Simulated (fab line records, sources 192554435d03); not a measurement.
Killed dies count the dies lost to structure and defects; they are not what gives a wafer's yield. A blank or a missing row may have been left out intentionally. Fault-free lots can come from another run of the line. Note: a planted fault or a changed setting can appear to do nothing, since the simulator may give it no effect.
Matching of chambers + flow n5 finfet + N5_MOL_CONTACT_COAG_ETCH_124 on rie diel-01 has 4 sister chambers
The step etches SiNx in CH3F/O2, stops on SiOC, target depth 6.5 nm. 14 wafers are shown with their chamber, then 7 later ones without.

## WAFERS, EACH WITH ITS CHAMBER
| wafer  | chamber | showerhead plenum p Torr (Torr) | drypump motor current A (A) | throttle valve pct (%) |
|--------|---------|---------------------------------|-----------------------------|------------------------|
| L075.2 | 2       | 2.06                            | 5.0                         | 16.32                  |
| L075.3 | 0       | 1.97                            | 6.5                         | 16.18                  |
| L075.6 | 0       | 1.97                            | 6.5                         | 16.17                  |
| L080.1 | 0       | 1.96                            | 6.5                         | 16.20                  |
| L080.3 | 3       | 2.01                            | 5.2                         | 16.56                  |
| L080.5 | 2       | 2.06                            | 4.9                         | 16.33                  |
| L081.2 | 3       | 2.01                            | 5.2                         | 16.56                  |
| L081.5 | 3       | 2.01                            | 5.2                         | 16.57                  |
| L081.6 | 0       | 1.96                            | 6.5                         | 16.19                  |
| L083.3 | 3       | 2.01                            | 5.2                         | 16.58                  |
| L083.4 | 1       | 2.00                            | 5.6                         | 16.50                  |
| L083.5 | 0       | 1.96                            | 6.5                         | 16.22                  |
| L086.2 | 3       | 2.01                            | 5.2                         | 16.59                  |
| L086.3 | 1       | 2.00                            | 5.7                         | 16.50                  |

SIGNATURES (means of the wafers above)
| reading                  | chamber 0 | chamber 1 | chamber 2 | chamber 3 | scatter within a chamber |
|--------------------------|-----------|-----------|-----------|-----------|--------------------------|
| showerhead plenum p Torr | 1.9640    | 2.0000    | 2.0600    | 2.0100    | 0.00346                  |
| drypump motor current A  | 6.500     | 5.650     | 4.950     | 5.200     | 0.0316                   |
| throttle valve pct       | 16.1920   | 16.5000   | 16.3250   | 16.5720   | 0.0149                   |
Rule: for each reading, subtract the chamber's mean from the wafer's reading, divide by that reading's scatter and square the result; add these up over the readings and take the root, which gives the wafer's distance from the chamber. The wafer belongs to the nearest chamber; if the next one is less than 2 further off, it can't be placed. The scatter: the root of (the sum of the squares of (reading less its chamber's mean) over the shown wafers, divided by (wafers less chambers)).

## WAFERS MISSING THEIR CHAMBER
| wafer  | showerhead plenum p Torr (Torr) | drypump motor current A (A) | throttle valve pct (%) |
|--------|---------------------------------|-----------------------------|------------------------|
| L086.4 | 2.06                            | 5.0                         | 16.36                  |
| L092.1 | 2.00                            | 5.2                         | 16.61                  |
| L092.2 | 1.99                            | 5.6                         | 16.54                  |
| L092.6 | 1.99                            | 5.6                         | 16.52                  |
| L093.3 | 1.95                            | 6.5                         | 16.26                  |
| L093.4 | 1.99                            | 5.6                         | 16.55                  |
| L093.5 | 2.00                            | 5.2                         | 16.62                  |

## CHAMBER TAKEN BY EACH
| wafer  | from the rows above | in truth |
|--------|---------------------|----------|
| L086.4 | 2                   | 2        |
| L092.1 | 3                   | 3        |
| L092.2 | 1                   | 1        |
| L092.6 | 1                   | 1        |
| L093.3 | 0                   | 0        |
| L093.4 | 1                   | 1        |
| L093.5 | 3                   | 3        |
Placed correctly: 7 of 7. Number that these rows cannot place: 0. Number placed wrongly: 0.
